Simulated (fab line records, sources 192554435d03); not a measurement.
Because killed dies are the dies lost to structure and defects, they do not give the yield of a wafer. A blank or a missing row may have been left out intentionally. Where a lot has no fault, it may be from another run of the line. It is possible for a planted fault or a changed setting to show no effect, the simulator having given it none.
Chamber matching ; flow n5-finfet ; N5_BEOL_M0_DEP_125 on pecvd-03 has 3 sister chambers
The step deposits SiCN from 3MS/NH3, target thk 8 nm, time 14 s. 6 wafers are shown with their chamber, then 6 later ones without.

== WAFERS WITH THEIR CHAMBER ==
wafer;chamber;throttle-valve-pct (%);showerhead-plenum-p-Torr (Torr)
L080.6;2;8.6;3.643
L082.5;1;9.1;3.673
L082.6;2;8.6;3.648
L091.6;0;9.0;3.668
L093.1;1;9.3;3.670
L093.2;0;9.1;3.679

== WAFERS MISSING THEIR CHAMBER ==
wafer;throttle-valve-pct (%);showerhead-plenum-p-Torr (Torr)
L093.5;8.2;3.630
L095.1;8.2;3.641
L095.3;9.5;3.676
L095.4;9.3;3.675
L096.1;9.2;3.675
L096.3;8.2;3.638

== WHICH CHAMBER EACH ONE RAN IN ==
wafer;from the rows above;in truth
L093.5;2;2
L095.1;2;2
L095.3;can't be placed: 1 or 0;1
L095.4;can't be placed: 1 or 0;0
L096.1;can't be placed: 1 or 0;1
L096.3;2;2
Correctly placed: 3 of 6. Not placeable from these rows: 3 (in 3, the candidates include the true chamber). Wrongly placed: 0.
How it was worked out, from the rows above alone: a wafer's distance from a chamber is the root of the sum, over the readings, of the square of ((its reading less the chamber's mean) divided by the reading's scatter). If the next closest chamber is less than 2 further off than the closest, the wafer can't be placed; otherwise it belongs to the closest. A chamber's mean is the mean of its shown wafers. The scatter is the square root of a quotient: the sum, over the shown wafers, of each reading's squared deviation from its chamber's mean, divided by wafers minus chambers.
